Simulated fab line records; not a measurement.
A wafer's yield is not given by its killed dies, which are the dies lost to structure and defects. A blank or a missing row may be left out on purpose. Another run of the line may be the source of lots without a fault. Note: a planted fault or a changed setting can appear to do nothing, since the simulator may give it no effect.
Matching of chambers + flow nand-harc + NHARC_A_CHANNEL_FILL_D2_ALD_25 on ald-hk-01: 4 sister chambers
The step deposits SiOx, target thk 60 nm, pulse time 10 s, ald cycles 600. 8 wafers are shown with their chamber, then 11 later ones without.

## WAFERS PAIRED WITH THEIR CHAMBERS
| wafer  | chamber | heater-power-w (W) | precursor-pulse-height-rel |
|--------|---------|--------------------|----------------------------|
| L075.3 | 1       | 470                | 0.971                      |
| L080.6 | 1       | 481                | 0.981                      |
| L082.1 | 2       | 444                | 0.995                      |
| L082.5 | 2       | 439                | 1.041                      |
| L084.5 | 3       | 539                | 0.989                      |
| L085.2 | 3       | 529                | 0.987                      |
| L085.5 | 0       | 471                | 0.991                      |
| L087.3 | 0       | 480                | 0.995                      |

## WAFERS WHOSE CHAMBER IS MISSING
| wafer  | heater-power-w (W) | precursor-pulse-height-rel |
|--------|--------------------|----------------------------|
| L087.4 | 480                | 0.966                      |
| L087.6 | 472                | 0.990                      |
| L089.1 | 470                | 0.984                      |
| L089.3 | 521                | 1.000                      |
| L089.4 | 493                | 0.989                      |
| L091.1 | 438                | 1.019                      |
| L091.3 | 480                | 0.979                      |
| L091.4 | 520                | 1.030                      |
| L097.3 | 514                | 1.010                      |
| L097.2 | 470                | 0.976                      |
| L097.5 | 435                | 0.986                      |

## EACH ONE'S CHAMBER
| wafer  | from the rows above     | in truth |
|--------|-------------------------|----------|
| L087.4 | can't be placed: 1 or 0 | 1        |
| L087.6 | can't be placed: 0 or 1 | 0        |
| L089.1 | can't be placed: 1 or 0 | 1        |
| L089.3 | 3                       | 3        |
| L089.4 | can't be placed: 0 or 1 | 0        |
| L091.1 | 2                       | 2        |
| L091.3 | can't be placed: 1 or 0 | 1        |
| L091.4 | 3                       | 3        |
| L097.3 | 3                       | 3        |
| L097.2 | can't be placed: 1 or 0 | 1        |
| L097.5 | 2                       | 2        |
Placed correctly: 5 of 11. Unplaceable from these rows: 6, with the true chamber sitting among the candidates in 6. Placed wrongly: 0.
How it was worked out, from the rows above alone: a wafer's distance from a chamber is the root of the sum, over the readings, of the square of ((its reading less the chamber's mean) divided by the reading's scatter). The wafer belongs to the nearest chamber; if the next one is less than 2 further off, it can't be placed. A chamber's mean is the mean of its shown wafers. The scatter: take each reading less its chamber's mean, square it, sum over the shown wafers, divide by the number of wafers less the number of chambers, and take the root.
